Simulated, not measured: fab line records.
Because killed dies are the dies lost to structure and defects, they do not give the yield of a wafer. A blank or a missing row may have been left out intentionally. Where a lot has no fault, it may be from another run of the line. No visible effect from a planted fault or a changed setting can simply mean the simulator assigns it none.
Chamber matching ; flow n5Finfet ; 4 sister chambers for N5_BEOL_M6_ETCH_61 on rieDiel-05
The step etches SiARC in CF4, target depth 45.5 nm, time 75.8 s. 14 wafers are shown with their chamber, then 7 later ones without.

## WAFERS WITH THEIR CHAMBER
wafer;chamber;etchRfOnTimeS (s);throttleValvePct (%);showerheadPlenumPTorr (Torr)
L080.2;2;77.9;15.34;2.24
L080.3;1;77.4;15.50;2.10
L080.6;1;77.4;15.51;2.10
L082.1;2;79.5;15.35;2.24
L082.4;0;74.2;15.98;2.25
L082.5;0;74.3;15.97;2.25
L081.2;2;78.3;15.33;2.24
L081.3;3;80.1;15.77;2.03
L081.4;1;76.8;15.51;2.10
L086.1;3;78.5;15.30;2.28
L086.2;0;73.4;16.00;2.24
L086.4;1;77.0;15.53;2.10
L090.1;2;79.2;15.39;2.23
L090.4;1;76.3;15.55;2.09

SIGNATURES (means of the wafers above)
reading;chamber 0;chamber 1;chamber 2;chamber 3;scatter within a chamber
etchRfOnTimeS;73.967;76.980;78.725;79.300;0.656
throttleValvePct;15.9833;15.5200;15.3525;15.5350;0.107
showerheadPlenumPTorr;2.2467;2.0980;2.2375;2.1550;0.0561
Rule: a wafer lies at a distance from a chamber equal to the root of the sum of squares, over the readings, of (its reading less the chamber's mean, divided by the reading's scatter). The wafer belongs to the nearest chamber; if the next one is less than 2 further off, it can't be placed. The scatter is the square root of a quotient: the sum, over the shown wafers, of each reading's squared deviation from its chamber's mean, divided by wafers minus chambers.

## WAFERS WITHOUT THEIR CHAMBER
wafer;etchRfOnTimeS (s);throttleValvePct (%);showerheadPlenumPTorr (Torr)
L090.5;73.7;16.02;2.24
L092.1;74.8;16.01;2.24
L092.2;79.5;15.38;2.23
L092.5;79.5;15.40;2.23
L096.3;77.5;15.59;2.09
L096.5;78.1;15.33;2.27
L096.6;78.7;15.41;2.23

## CHAMBER TAKEN BY EACH
wafer;from the rows above;in truth
L090.5;0;0
L092.1;0;0
L092.2;can't be placed: 2 or 3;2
L092.5;can't be placed: 2 or 3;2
L096.3;can't be placed: 1 or 3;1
L096.5;2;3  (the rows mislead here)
L096.6;can't be placed: 2 or 3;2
Placed correctly: 2 of 7. Not placeable from these rows: 4 (in 4, the candidates include the true chamber). Placed wrongly: 1.
